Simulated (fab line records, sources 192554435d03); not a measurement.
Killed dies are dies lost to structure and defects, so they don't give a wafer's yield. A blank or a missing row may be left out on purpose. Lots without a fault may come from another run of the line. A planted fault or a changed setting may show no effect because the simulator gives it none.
Split-lot experiment | flow n5_finfet | 7 lots, 21 wafers read, on a route of 1938 steps

THE SPLIT
At N5_PASSIVATION_ETCH_54 (etches SiO2 in CHF3/O2, target depth 880 nm, time 440 s), the setting time_s was moved away from the recipe's 440 s on 4 of the 21 wafers read, by -9.1% to +12.6%. The other wafers ran this setting at the recipe's value.

The reading is taken at the split's own step.

THE READING
etch.depth_nm (the simulator's own value, which no gauge read), in nm, at N5_PASSIVATION_ETCH_54 (etches SiO2 in CHF3/O2, target depth 880 nm, time 440 s). The file gives no usual value for it. The 17 wafers here that ran the recipe average 862.5 nm, standard deviation 14 nm.

wafer  | tool, chamber at the split | time_s as run, s | against the recipe | etch.depth_nm, nm | against lot-mates on the recipe
L074.3 | rie_diel-01, 0             | 440              | recipe             | 844.6             | -
L074.4 | rie_diel-01, 1             | 440              | recipe             | 881.3             | -
L074.6 | rie_diel-01, 2             | 399.8            | -9.1%              | 781.1             | -81.9
L076.2 | rie_diel-04, 1             | 440              | recipe             | 863.3             | -
L076.3 | rie_diel-04, 2             | 440              | recipe             | 864.9             | -
L076.6 | rie_diel-04, 2             | 440              | recipe             | 854.6             | -
L077.2 | rie_diel-04, 3             | 440              | recipe             | 862.8             | -
L077.3 | rie_diel-04, 2             | 495.5            | +12.6%             | 971.4             | +108.6
L077.4 | rie_diel-04, 1             | 495.5            | +12.6%             | 965.5             | +102.7
L078.1 | rie_diel-03, 1             | 440              | recipe             | 865.1             | -
L078.2 | rie_diel-03, 2             | 467.6            | +6.3%              | 918.1             | +54.5
L078.5 | rie_diel-03, 1             | 440              | recipe             | 862.1             | -
L079.1 | rie_diel-04, 1             | 440              | recipe             | 861.3             | -
L079.3 | rie_diel-04, 3             | 440              | recipe             | 875.6             | -
L079.5 | rie_diel-04, 0             | 440              | recipe             | 841.9             | -
L096.1 | rie_diel-04, 0             | 440              | recipe             | 837.9             | -
L096.3 | rie_diel-04, 3             | 440              | recipe             | 866.8             | -
L096.6 | rie_diel-04, 0             | 440              | recipe             | 851.9             | -
L097.1 | rie_diel-03, 3             | 440              | recipe             | 885.5             | -
L097.2 | rie_diel-03, 2             | 440              | recipe             | 855.7             | -
L097.6 | rie_diel-03, 3             | 440              | recipe             | 886.8             | -

THE FIT
A straight line over all 21 wafers: etch.depth_nm changes by +8.55 nm for each +1% of time_s; r = +0.95; the points scatter about the line by 13 nm.
The same after taking each lot's own level away (the mean of its wafers on the recipe; 21 wafers): +8.53 nm for each +1%; r = +0.96; scatter 11 nm.
On that fit, the largest move of time_s shifts the reading by 1.1e+02 nm.
The lots' own levels span 852.20 to 876.00 nm, that is 1.7 times the standard deviation above.
So the lot-to-lot level changes the slope little: the two slopes agree.
Check: with one of the wafers moved furthest among these (+12.6%) left out of the fit, the line predicts +107 nm for it against its lot-mates. It came out at +109 nm against them.

OTHER SPLITS ON THESE WAFERS
These wafers also went through other splits before the reading. Each is held against what the fit with the lots' levels taken away leaves over:
other split on the same wafers     | wafers away from the commonest value | r with etch.depth_nm (lot level and that fit taken away)
N5_BEOL_M15_TRENCH_ETCH_34 time_s  | 7                                    | +0.17
N5_PASSIVATION_PECVD_00 time_s     | 7                                    | +0.12
N5_PASSIVATION_PASS_ETCH_47 time_s | 9                                    | +0.00

THE WHOLE CHAIN: every reading that the file lists as answering this split, in the file's order
step                   | what it does                                            | reading                                                                       | change (the file's fit)              | r (the file's)
N5_PASSIVATION_ETCH_54 | etches SiO2 in CHF3/O2, target depth 880 nm, time 440 s | PASSIVATION.feature_depth_nm (the simulator's own value, which no gauge read) | +8.59 nm for each +1% of the setting | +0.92
N5_PASSIVATION_ETCH_54 | etches SiO2 in CHF3/O2, target depth 880 nm, time 440 s | etch.depth_nm (the simulator's own value, which no gauge read)                | +8.59 nm for each +1% of the setting | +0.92

THE FILE'S OWN FIT
etch.depth_nm changes by +8.59 nm for each +1% of time_s, r = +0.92.
